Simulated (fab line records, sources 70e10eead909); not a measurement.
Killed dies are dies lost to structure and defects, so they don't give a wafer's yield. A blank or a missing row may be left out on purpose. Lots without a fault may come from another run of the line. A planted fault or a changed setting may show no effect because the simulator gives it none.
A struck lot beside a sound one | flow nand_harc | 14 steps out of a route of 1159
Sound: wafers L660.1, L660.5, L660.6. Struck: wafers L678.1, L678.3, L678.5. The cause comes at the end.
At each step with rows: each side's tool, then ch and its chambers, then its first start. Under that, the readings that differ: sound wafers | struck wafers | difference of the means | sigmas: that difference in standard deviations of wafers without a fault.
alike: readings whose means differ by less than 2 such deviations, and words and numbers that are the same on both sides. not compared: withheld readings, readings that some wafer has no value for, bounds like >300 that may hide the same value, and numbers for which the record gives no deviation and whose values overlap.
The two part at a step that has a row with sigmas, a row that says differs or no value, or rows on one side only. Numbers that don't overlap but have no deviation are shown without sigmas and don't part them. A reading that every wafer of one side lacks parts them only if that side has two wafers or more.

first, 7 steps without rows for these wafers: NHARC_P_STI_SRD_35; NHARC_P_STI_ETCH_36 (etches SiO2 in dHF, target depth 38.8 nm); NHARC_P_STI_STRIP_24 (strips Si3N4 in H3PO4); NHARC_P_STI_ETCH_37 (etches SiO2 in dHF, target depth 11 nm); NHARC_P_STI_PRECLEAN_38 (cleans in SC1); NHARC_P_STI_SRD_39; NHARC_P_STI_OXIDE_40 (material SiO2, target thk 10 nm, ox time 1362 s).
NHARC_P_STI_INSPECT_25:
  sound on defect_inspect-01, day 4 09:50; struck on defect_inspect-02, day 9 02:50
  alike: raw_defect_count
then, 3 steps without rows for these wafers: NHARC_P_GATE_ETCH_69 (etches SiO2 in dHF, target depth 14 nm); NHARC_P_GATE_PRECLEAN_70 (cleans in SC1); NHARC_P_GATE_SRD_01.
NHARC_P_GATE_OXIDE_02: material SiO2, target thk 37.5 nm, ox time 365 s.
  sound on furnace-07 ch 0, day 4 12:53; struck on furnace-02 ch 0, day 9 10:23
then, 1 step without rows for these wafers: NHARC_P_GATE_DEHYDRATE_03 (time 120 s).
-- the record jumps here: 17 days lie between the struck wafers' starts before and after (it left off in module P_GATE and takes up again in module END, whose first step shown is number 1159 of the route) --
NHARC_END_SORT_01:
  the record has rows for the struck wafers here (prober-01 ch 0, day 26 07:35) and none for the sound ones

WHERE THEY PART
Only at NHARC_END_SORT_01, within this record.

WHY: what the simulator had put in
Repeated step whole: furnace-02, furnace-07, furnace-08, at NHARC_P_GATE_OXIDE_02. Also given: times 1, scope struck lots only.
